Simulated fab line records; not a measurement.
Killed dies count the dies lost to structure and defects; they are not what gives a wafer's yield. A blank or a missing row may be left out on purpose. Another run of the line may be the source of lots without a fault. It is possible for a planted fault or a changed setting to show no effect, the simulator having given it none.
fab line records ; flow n5-finfet
[record] lots = 10; wafers = 30; last-day = 17
route steps=1938 shown BEOL_M0_SAQP@633 BEOL_M4@1111 PASSIVATION@1936
lots with no fault: from the same line, run without faults
start-h: the number of hours between the record's first day and the start of the first shown wafer of the lot ; wait-h: how many hours have passed since the lot's step before this one ; " repeats the value in the row above ; L1.1+2: a row that stands for several wafers ; - no value present, or no start provided ; * or withheld: withheld ; < > ~ a bound
route shown NAME@n: NAME is a module with steps in the file, n the number in the route of the first one ; usual: the fault-free wafers' mean and standard deviation ; same: alike in all rows ; chamber/n: place in a boat ; sites: the reading at each site ; _std_site: their standard deviation ; _edge_site: outer sites' mean less inner sites' ; radius-mm: for every site, how far away it sits from the centre of the wafer ; mask NAME#n: copy n ; behind: the last tool/chamber to shape the wafer ; hold: what put the lot on hold/how long, in hours/how the hold closed ; device: which transistor (n, p or np) failed to switch ; end of line: the same wafers' tests at the end of the route ; for a step that has no rows: nothing shown but its recipe ; killed: not the wafer's yield, but the dies lost to structure and defects at the first sort ; map: a wafer's dies, marking killed ones x, the rest . and places with no die _
set.NAME: setting as actually run; set.NAME@STEP: the setting as run at that earlier step ; model.NAME: the simulator's own value behind a step, which no gauge read
steps of the route over a sample of lots; a table a step, a row a wafer
services: when a tool's chamber went out of use (start-h, in hours from the record's first day, below 0 if earlier), for how many hours, and the reason
[[steps]]
[step N5_BEOL_M0_SAQP_ILD_DEP_01]
[recipe] material = SiOC; target-thk-a = 454.19; temp-c = 350; precursor = DEMS/O2; pressure-torr = 5; rf-w = 500; time-s = 8.7
[usual] heater-power-w = 508/92; showerhead-plenum-p-Torr = 5.700/0.012; susceptor-temp-C = 350.00/0.21; throttle-valve-pct = 11.6/0.55
lot.wafer;tool;chamber;start-h;wait-h;heater-power-w;showerhead-plenum-p-Torr;susceptor-temp-C;throttle-valve-pct
L898.1;pecvd-04;1;108.87;0.0;555;5.698;350.43;12.5
L898.2;pecvd-04;2;108.87;0.0;381;5.692;350.24;11.0
L898.3;pecvd-04;0;108.87;0.0;480;5.706;350.27;11.5
L899.1;pecvd-03;2;111.89;0.0;528;5.702;350.10;11.9
L899.2;pecvd-03;0;111.89;0.0;541;5.695;350.28;10.6
L899.4;pecvd-03;2;111.89;0.0;526;5.713;350.05;11.9
L902.1;pecvd-04;2;130.87;0.0;357;5.674;349.72;11.1
L902.2;pecvd-04;0;130.87;0.0;392;5.703;350.05;11.3
L902.3;pecvd-04;1;130.87;0.0;575;5.718;350.35;12.4
L903.1;pecvd-04;1;143.28;0.0;635;5.702;350.12;12.6
L903.2;pecvd-04;0;143.28;0.0;476;5.719;350.20;11.2
L903.3;pecvd-04;2;143.28;0.0;405;5.688;349.84;11.1
L904.2;pecvd-03;1;146.28;0.0;636;5.689;349.89;12.0
L904.5;pecvd-03;2;146.28;0.0;528;5.716;349.83;11.9
L904.6;pecvd-03;1;146.28;0.0;619;5.688;349.77;12.4
L910.2;pecvd-04;2;184.61;0.0;328;5.685;349.95;10.7
L910.5;pecvd-04;2;184.61;0.0;325;5.680;350.15;11.2
L910.6;pecvd-04;1;184.61;0.0;619;5.699;349.86;12.4
L914.1;pecvd-01;1;210.22;0.0;427;5.704;350.26;12.1
L914.3;pecvd-01;0;210.22;0.0;442;5.702;349.98;11.6
L914.5;pecvd-01;2;210.22;0.0;541;5.717;349.92;11.5
L917.1;pecvd-04;1;220.85;0.0;656;5.699;349.72;12.5
L917.2;pecvd-04;2;220.85;0.0;392;5.694;350.17;11.3
L917.4;pecvd-04;2;220.85;0.0;382;5.719;350.20;11.0
L918.2;pecvd-03;1;223.83;0.0;614;5.694;350.04;12.2
L918.4;pecvd-03;0;223.83;0.0;476;5.706;350.23;10.9
L918.6;pecvd-03;1;223.83;0.0;624;5.698;349.55;12.1
L921.3;pecvd-01;0;243.12;0.0;383;5.720;349.78;11.4
L921.4;pecvd-01;0;243.12;0.0;387;5.698;349.81;11.5
L921.5;pecvd-01;2;243.12;0.0;537;5.722;349.78;11.7
[step N5_BEOL_M0_SAQP_THK_MEAS_05]
[usual] thk-nm = 60.1/0.72
lot.wafer;tool;chamber;start-h;wait-h;thk-nm
L898.1;film-metro-01;-;110.50;0.1;59.9
L898.2;film-metro-01;-;110.50;0.1;60.1
L898.3;film-metro-01;-;110.50;0.1;60.1
L899.1;film-metro-01;-;114.04;0.1;60.0
L899.2;film-metro-01;-;114.04;0.1;59.6
L899.4;film-metro-01;-;114.04;0.1;60.6
L902.1;film-metro-02;-;132.06;0.1;59.4
L902.2;film-metro-02;-;132.06;0.1;60.0
L902.3;film-metro-02;-;132.06;0.1;60.1
L903.1;film-metro-01;-;144.21;0.1;60.2
L903.2;film-metro-01;-;144.21;0.1;59.5
L903.3;film-metro-01;-;144.21;0.1;60.0
L904.2;film-metro-01;-;147.12;0.1;59.6
L904.5;film-metro-01;-;147.12;0.1;60.2
L904.6;film-metro-01;-;147.12;0.1;61.2
L910.2;film-metro-01;-;186.35;0.1;59.3
L910.5;film-metro-01;-;186.35;0.1;60.1
L910.6;film-metro-01;-;186.35;0.1;61.8
L914.1;film-metro-02;-;212.50;0.1;58.8
L914.3;film-metro-02;-;212.50;0.1;60.2
L914.5;film-metro-02;-;212.50;0.1;59.5
L917.1;film-metro-01;-;222.70;0.1;59.7
L917.2;film-metro-01;-;222.70;0.1;59.7
L917.4;film-metro-01;-;222.70;0.1;60.9
L918.2;film-metro-02;-;226.26;0.1;59.4
L918.4;film-metro-02;-;226.26;0.1;60.9
L918.6;film-metro-02;-;226.26;0.1;60.7
L921.3;film-metro-02;-;243.97;0.1;59.6
L921.4;film-metro-02;-;243.97;0.1;61.4
L921.5;film-metro-02;-;243.97;0.1;59.7
[step N5_BEOL_M0_SAQP_HM_DEP_111]
[recipe] material = SiO2; target-thk-a = 120; temp-c = 400; precursor = SiH4/N2O; pressure-torr = 0.75; rf-w = 275; time-s = 7.2
[usual] heater-power-w = 804/130; showerhead-plenum-p-Torr = 8.22/0.076; susceptor-temp-C = 400.02/0.23
lot.wafer;tool;chamber;start-h;wait-h;heater-power-w;showerhead-plenum-p-Torr;susceptor-temp-C
L898.1;pecvd-01;2;110.54;0.0;860;8.33;400.22
L898.2;pecvd-01;1;110.54;0.0;710;8.29;400.15
L898.3;pecvd-01;0;110.54;0.0;646;8.26;400.13
L899.1;pecvd-03;1;114.08;0.0;1046;8.12;400.02
L899.2;pecvd-03;2;114.08;0.0;813;8.28;400.10
L899.4;pecvd-03;2;114.08;0.0;819;8.26;400.19
L902.1;pecvd-04;1;132.10;0.0;902;8.18;400.22
L902.2;pecvd-04;0;132.10;0.0;779;8.31;400.05
L902.3;pecvd-04;2;132.10;0.0;668;8.12;400.01
L903.1;pecvd-01;2;144.25;0.0;859;8.33;400.24
L903.2;pecvd-01;0;144.25;0.0;685;8.25;400.04
L903.3;pecvd-01;1;144.25;0.0;716;8.28;399.94
L904.2;pecvd-03;1;147.16;0.0;1047;8.13;400.27
L904.5;pecvd-03;1;147.16;0.0;1043;8.13;400.20
L904.6;pecvd-03;2;147.16;0.0;864;8.26;399.93
L910.2;pecvd-03;0;186.39;0.0;862;8.09;399.97
L910.5;pecvd-03;2;186.39;0.0;802;8.27;399.90
L910.6;pecvd-03;0;186.39;0.0;872;8.09;399.83
L914.1;pecvd-01;1;212.53;0.0;793;8.28;400.16
L914.3;pecvd-01;2;212.53;0.0;739;8.30;400.05
L914.5;pecvd-01;0;212.53;0.0;609;8.26;400.34
L917.1;pecvd-04;1;222.74;0.0;977;8.22;400.14
L917.2;pecvd-04;2;222.74;0.0;652;8.13;400.28
L917.4;pecvd-04;1;222.74;0.0;963;8.21;400.22
L918.2;pecvd-01;0;226.29;0.0;662;8.24;399.89
L918.4;pecvd-01;0;226.29;0.0;657;8.25;400.09
L918.6;pecvd-01;1;226.29;0.0;713;8.29;400.54
L921.3;pecvd-04;2;244.01;0.0;638;8.14;399.73
L921.4;pecvd-04;2;244.01;0.0;650;8.12;400.02
L921.5;pecvd-04;0;244.01;0.0;738;8.28;399.72
[step N5_BEOL_M0_SAQP_PEB_12]
[recipe] peb-temp-c = withheld; peb-time-s = 60; resist = CAR-ArF
lot.wafer;tool;chamber;start-h;wait-h
L898.1+2+3;litho-track-01;0;110.79;0.1
L899.1+2+4;litho-track-05;0;114.33;0.1
L902.1+2+3;litho-track-01;0;132.35;0.1
L903.1+2+3;litho-track-01;0;144.50;0.1
L904.2+5+6;litho-track-01;0;147.44;0.0
L910.2+5+6;litho-track-04;0;186.83;0.0
L914.1+3+5;litho-track-01;0;212.91;0.1
L917.1+2+4;litho-track-04;0;223.14;0.1
L918.2+4+6;litho-track-01;0;226.67;0.0
L921.3+4+5;litho-track-01;0;244.26;0.0
[step N5_BEOL_M0_SAQP_CD_MEAS_14]
[recipe] target-cd-nm = 42.5; landing-energy-ev = 500; detector = se-inlens
[usual] cd-nm = 42.5/0.35
lot.wafer;tool;chamber;start-h;wait-h;cd-nm
L898.1;cd-sem-03;0;110.86;-;42.4
L898.2;cd-sem-03;0;110.86;-;42.7
L898.3;cd-sem-03;0;110.86;-;42.3
L899.1;cd-sem-03;0;114.40;-;42.3
L899.2;cd-sem-03;0;114.40;-;42.0
L899.4;cd-sem-03;0;114.40;-;42.1
L902.1;cd-sem-02;0;132.42;-;39.2
L902.2;cd-sem-02;0;132.42;-;38.9
L902.3;cd-sem-02;0;132.42;-;38.9
L903.1;cd-sem-02;0;144.57;-;40.4
L903.2;cd-sem-02;0;144.57;-;39.9
L903.3;cd-sem-02;0;144.57;-;39.9
L904.2;cd-sem-03;0;147.51;-;39.8
L904.5;cd-sem-03;0;147.51;-;39.4
L904.6;cd-sem-03;0;147.51;-;39.8
L910.2;cd-sem-01;0;186.90;-;42.8
L910.5;cd-sem-01;0;186.90;-;42.9
L910.6;cd-sem-01;0;186.90;-;42.5
L914.1;cd-sem-03;0;212.98;-;42.4
L914.3;cd-sem-03;0;212.98;-;42.4
L914.5;cd-sem-03;0;212.98;-;42.4
L917.1;cd-sem-03;0;223.21;-;43.1
L917.2;cd-sem-03;0;223.21;-;42.9
L917.4;cd-sem-03;0;223.21;-;43.2
L918.2;cd-sem-02;0;226.74;-;43.0
L918.4;cd-sem-02;0;226.74;-;42.6
L918.6;cd-sem-02;0;226.74;-;42.7
L921.3;cd-sem-01;0;244.33;-;42.4
L921.4;cd-sem-01;0;244.33;-;42.6
L921.5;cd-sem-01;0;244.33;-;42.6
[step N5_BEOL_M4_RC_MEAS_101]
[usual] DIBL_N = 36.4/1.5; DIBL_P = 36.6/1.9; IOFF_N = 0.155/0.021; IOFF_P = 0.211/0.028; ION_N = 671/8.6; ION_P = 462/5.8; SS_N = 71.5/0.5; SS_P = 73.4/0.58; VT_N = 250.1/2.4; VT_P = -250.1/3
lot.wafer;tool;chamber;start-h;wait-h;DIBL_N[mV/V];DIBL_P[mV/V];IOFF_N[nA/um];IOFF_P[nA/um];ION_N[uA/um];ION_P[uA/um];SS_N[mV/dec];SS_P[mV/dec];VT_N[mV];VT_P[mV]
L898.1;prober-02;0;167.86;0.0;35.7;35.0;0.134;0.193;674;457;71.2;72.5;250.6;-250.8
L898.2;prober-02;0;167.86;0.0;35.3;35.4;0.138;0.200;667;464;71.4;72.0;248.9;-251.9
L898.3;prober-02;0;167.86;0.0;35.8;34.5;0.142;0.189;685;461;71.5;72.8;250.2;-252.8
L899.1;prober-01;0;176.48;0.0;35.7;35.7;0.152;0.207;677;464;71.3;73.3;249.9;-250.3
L899.2;prober-01;0;176.48;0.0;36.7;36.6;0.157;0.215;676;468;71.8;73.8;249.4;-251.7
L899.4;prober-01;0;176.48;0.0;35.8;35.5;0.149;0.198;664;460;71.7;74.5;251.1;-249.5
L902.1;prober-02;0;186.99;0.0;35.9;35.7;0.146;0.173;668;450;71.1;73.6;250.3;-254.6
L902.2;prober-02;0;186.99;0.0;34.8;34.6;0.130;0.158;665;448;70.9;73.4;251.9;-256.9
L902.3;prober-02;0;186.99;0.0;36.2;35.7;0.145;0.171;664;456;70.9;73.4;248.6;-255.1
L903.1;prober-01;0;190.62;0.0;34.9;34.8;0.137;0.224;657;464;70.6;72.8;254.1;-246.3
L903.2;prober-01;0;190.62;0.0;34.0;33.9;0.129;0.204;661;463;70.9;72.6;256.0;-251.0
L903.3;prober-01;0;190.62;0.0;33.9;33.5;0.126;0.202;660;466;71.0;72.7;249.6;-251.1
L904.2;prober-02;0;207.85;0.2;36.5;36.7;0.155;0.208;673;460;71.6;73.4;250.9;-250.0
L904.5;prober-02;0;207.85;0.2;34.8;33.9;0.126;0.179;664;459;71.2;72.0;250.4;-253.1
L904.6;prober-02;0;207.85;0.2;36.1;36.1;0.144;0.205;669;462;71.3;73.7;252.1;-252.4
L910.2;prober-01;0;236.81;0.2;34.5;32.8;0.128;0.193;666;461;70.5;73.8;250.2;-249.4
L910.5;prober-01;0;236.81;0.2;38.3;37.4;0.196;0.279;681;475;71.3;73.9;242.4;-240.7
L910.6;prober-01;0;236.81;0.2;37.3;35.7;0.183;0.255;686;479;72.2;73.6;245.2;-242.6
L914.1;prober-01;0;273.76;0.0;37.7;37.4;0.158;0.238;669;463;72.0;73.7;249.9;-249.9
L914.3;prober-01;0;273.76;0.0;37.2;37.2;0.149;0.240;665;462;71.5;73.4;249.9;-250.2
L914.5;prober-01;0;273.76;0.0;38.2;38.3;0.169;0.260;671;471;71.9;73.4;249.4;-246.3
L917.1;prober-01;0;280.43;0.0;36.9;37.3;0.160;0.221;665;459;71.8;73.4;252.5;-247.9
L917.2;prober-01;0;280.43;0.0;37.9;38.5;0.186;0.218;686;461;71.9;73.7;247.3;-250.5
L917.4;prober-01;0;280.43;0.0;37.3;37.8;0.171;0.209;677;460;71.3;73.5;247.6;-250.5
L918.2;prober-01;0;284.11;0.2;36.3;36.7;0.151;0.195;665;456;71.5;73.4;249.9;-251.6
L918.4;prober-01;0;284.11;0.2;37.1;38.9;0.177;0.230;673;466;71.9;74.6;247.2;-249.3
L918.6;prober-01;0;284.11;0.2;36.7;37.9;0.158;0.207;665;453;72.0;74.0;250.0;-247.9
L921.3;prober-02;0;308.56;0.3;37.5;37.3;0.160;0.168;675;452;72.1;73.6;248.8;-257.4
L921.4;prober-02;0;308.56;0.3;36.8;37.3;0.155;0.173;675;458;70.9;73.6;248.2;-256.5
L921.5;prober-02;0;308.56;0.3;38.2;38.1;0.175;0.183;691;461;71.8;73.1;247.3;-256.1
[step N5_PASSIVATION_PROBE_49]
[usual] defect-limited-yield = 91.5/1.4; killed_at_M0_to_M3 = 33/10; killed_at_M4_up = 13/5; killed-at-contacts = 13/5.6; killed-at-front-end = 38/12; killed-at-other = 3.9/2.7; killed-dies = 100/16; killed-open = 66/13; killed-short = 32/7.2; sort_bin_5_function = 5.0/0.97; sort_bin_6_memory = 3.2/0.61; sort-n-pass = 1080/16; sort-yield-pct = 91.5/1.4
[same] gross-dies = 1180; killed-at-back-side = 0; sort_bin_4_leakage[%] = 0; sort_bin_8_speed[%] = 0
lot.wafer;tool;chamber;start-h;wait-h;defect-limited-yield[%];killed_at_M0_to_M3;killed_at_M4_up;killed-at-contacts;killed-at-front-end;killed-at-other;killed-dies;killed-open;killed-short;sort_bin_5_function[%];sort_bin_6_memory[%];sort-n-pass;sort-yield-pct[%]
L902.1;prober-01;-;290.84;0.0;91.6;43;11;4;38;3;99;66;31;5.5;2.5;1081;91.6
L902.2;prober-01;-;290.89;0.1;92.7;32;8;7;35;4;86;57;25;4.3;2.7;1094;92.7
L902.3;prober-01;-;290.94;0.1;90.6;64;7;10;29;1;111;74;32;5.5;3.5;1069;90.6
L904.2;prober-01;-;309.61;0.1;91.6;43;12;19;22;3;99;67;30;4.9;3.1;1081;91.6
L904.5;prober-01;-;309.76;0.2;93.2;32;7;5;24;12;80;44;35;3.8;2.4;1100;93.2
// killed by level:class
L902.1 BEOL_M0_SAQP:geometric-particle:short=9 GATE_CUT:geometric-particle:short=8 STI_FIN_REVEAL:geometric-particle:open=7 BEOL_M0_SAQP:geometric-particle:open=7 BEOL_M0:geometric-particle:open=6 DUMMY_GATE:geometric-particle:open=6 BEOL_M1:geometric-particle:open=6 FIN_SAQP:geometric-particle:open=5
L902.2 STI_FIN_REVEAL:geometric-particle:open=11 BEOL_M1:geometric-particle:open=10 DUMMY_GATE:geometric-particle:open=9 BEOL_M0_SAQP:geometric-particle:open=6 MOL_CONTACT_COAG:geometric-particle:open=5 BEOL_M3:geometric-particle:open=5 GATE_CUT:geometric-particle:short=4 BEOL_M0_SAQP:geometric-particle:short=3
L902.3 BEOL_M3:geometric-particle:open=14 BEOL_M1:geometric-particle:open=10 MOL_CONTACT_COAG:geometric-particle:open=10 BEOL_M0_SAQP:geometric-particle:short=10 BEOL_M0_SAQP:geometric-particle:open=8 FIN_SAQP:geometric-particle:open=6 STI_FIN_REVEAL:geometric-particle:open=5 BEOL_M0:geometric-particle:open=5
L904.2 MOL_CONTACT_COAG:geometric-particle:open=18 BEOL_M1:geometric-particle:open=13 BEOL_M0_SAQP:geometric-particle:open=7 BEOL_M4:geometric-particle:open=6 BEOL_M3:geometric-particle:open=5 BEOL_M0_SAQP:geometric-particle:short=5 FIN_SAQP:geometric-particle:short=4 STI_FIN_REVEAL:geometric-particle:open=4
L904.5 BEOL_M0_SAQP:geometric-particle:short=10 FIN_SAQP:geometric-particle:open=9 PASS1_DEP:geometric-particle:short=8 BEOL_M0_SAQP:geometric-particle:open=7 FIN_SAQP:geometric-particle:short=5 BEOL_M3:geometric-particle:open=5 GATE_CUT:geometric-particle:short=4 MOL_CONTACT_COAG:geometric-particle:open=4
[[services]]
tool;chamber;start-h;hours;kind
pecvd-04;1;93.22;5.5;scheduled-down
litho-track-04;-;122.55;-;consumable-replace:filter
pecvd-03;0;146.35;2.8;repair
pecvd-03;-;149.62;1.8;repair
pecvd-04;-;158.95;1.4;repair
pecvd-03;1;167.13;2.1;scheduled-down
pecvd-04;2;196.29;4.3;repair
pecvd-04;2;200.63;2.1;scheduled-down
pecvd-04;0;202.76;5.5;scheduled-down
pecvd-04;0;208.30;5.5;scheduled-down
pecvd-04;0;218.92;5.0;scheduled-down
pecvd-01;2;232.62;4.2;repair
[[key]]
[first-sign] step = N5_BEOL_M0_SAQP_CD_MEAS_14; reading = cd-nm; direction = down; sigmas = 8.4; usual = 42.5; struck = 39.6; through = control-loop
effect none on later readings
met-at N5_BEOL_M0_SAQP_PEB_12
struck-lots L902,L903,L904
[loop-trim] step = N5_BEOL_M0_SAQP_EXPOSE_11; setting = dose; lots = L903,L904
not-acting-at N5_BEOL_M0_SAQP_ILD_DEP_01,N5_BEOL_M0_SAQP_THK_MEAS_05,N5_BEOL_M0_SAQP_HM_DEP_111
onset-between 110.79 132.35
[fault] kind = process-parameter-drift; tool = litho-track-01; chamber = -; onset-h = 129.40; steps = N5_BEOL_M0_SAQP_PEB_12; channel = peb-temp-c; offset = withheld; shape = step; end-h = 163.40; acts-in = *
// loop-trim: a control loop set the setting to another value than it would have without faults
